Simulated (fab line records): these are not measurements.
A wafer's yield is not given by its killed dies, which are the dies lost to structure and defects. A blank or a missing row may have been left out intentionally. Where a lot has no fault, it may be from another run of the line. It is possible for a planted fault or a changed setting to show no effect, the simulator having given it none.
What tool caused it?	flow n5 finfet	Sampling: 7 lots, 21 wafers, 2 of 1938 route steps

## WHAT EACH GAUGE READ, for each wafer
N5_BEOL_M11_OCD_MEAS_38.
lot	measured	on	trench depth nm (nm)
L474	day 13 03:47	ocd-01	151 151 150
L475	day 13 18:04	ocd-01	151 155 151
L480	day 14 16:57	ocd-02	146 149 150
L481	day 15 05:59	ocd-02	147 148 149
L487	day 16 19:10	ocd-01	149 192 151
L488	day 16 18:42	ocd-01	155 151 150
L496	day 19 00:34	ocd-01	151 147 148

## WHAT TOOL EACH LOT RAN ON (gives the tool, then ch and the chambers of the sampled wafers, and finally the start)
lot	N5_BEOL_M11_TRENCH_ETCH_37
L474	rie diel-06 ch 0,3, day 13 03:36
L475	rie diel-06 ch 1,3, day 13 17:53
L480	rie diel-06 ch 0,2,3, day 14 16:46
L481	rie diel-06 ch 2,3, day 15 05:48
L487	rie diel-06 ch 0,2,3, day 16 18:59
L488	rie diel-06 ch 0,1, day 16 18:31
L496	rie diel-02 ch 0,2,3, day 19 00:23
- N5_BEOL_M11_TRENCH_ETCH_37: etches SiCOH lowk in C4F6/O2, target depth 148.83 nm, time 48 s.

## THE ANSWER, worked out from the rows above alone
Rule: the lots themselves supply what counts as usual. The widest of any qualifying gaps counts: lots, ordered by their means at a reading, are off when they make up no more than a third of the lots, leave a main group of 4 or more, and stand apart from it by 3 or more times the standard deviation of that group's means. If all means in a main group match to the digits the tables above print for the reading, that group is not used. Also off: a lot with no number at a reading for which 4 or more lots have one. Any other lot the step has rows for is counted as sound.
Off: L487 (N5_BEOL_M11_OCD_MEAS_38, trench depth nm). Main group: mean 150 nm, sd 1.8.
If a tool, at a process step before that reading, ran all the lots that are off and no sound lot after the first of them, it fits. The gauges at N5_BEOL_M11_OCD_MEAS_38 are tried like those tools. One fits: N5_BEOL_M11_TRENCH_ETCH_37 on rie diel-06. A fault onset in the window from L488 (day 16 18:31, its last sound lot) to L487 (day 16 18:59, its first lot off) fits.

## WHAT THE SIMULATOR HAD INSERTED
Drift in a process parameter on rie diel-06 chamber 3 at N5_BEOL_M11_TRENCH_ETCH_37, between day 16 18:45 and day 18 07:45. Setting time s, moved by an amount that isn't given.
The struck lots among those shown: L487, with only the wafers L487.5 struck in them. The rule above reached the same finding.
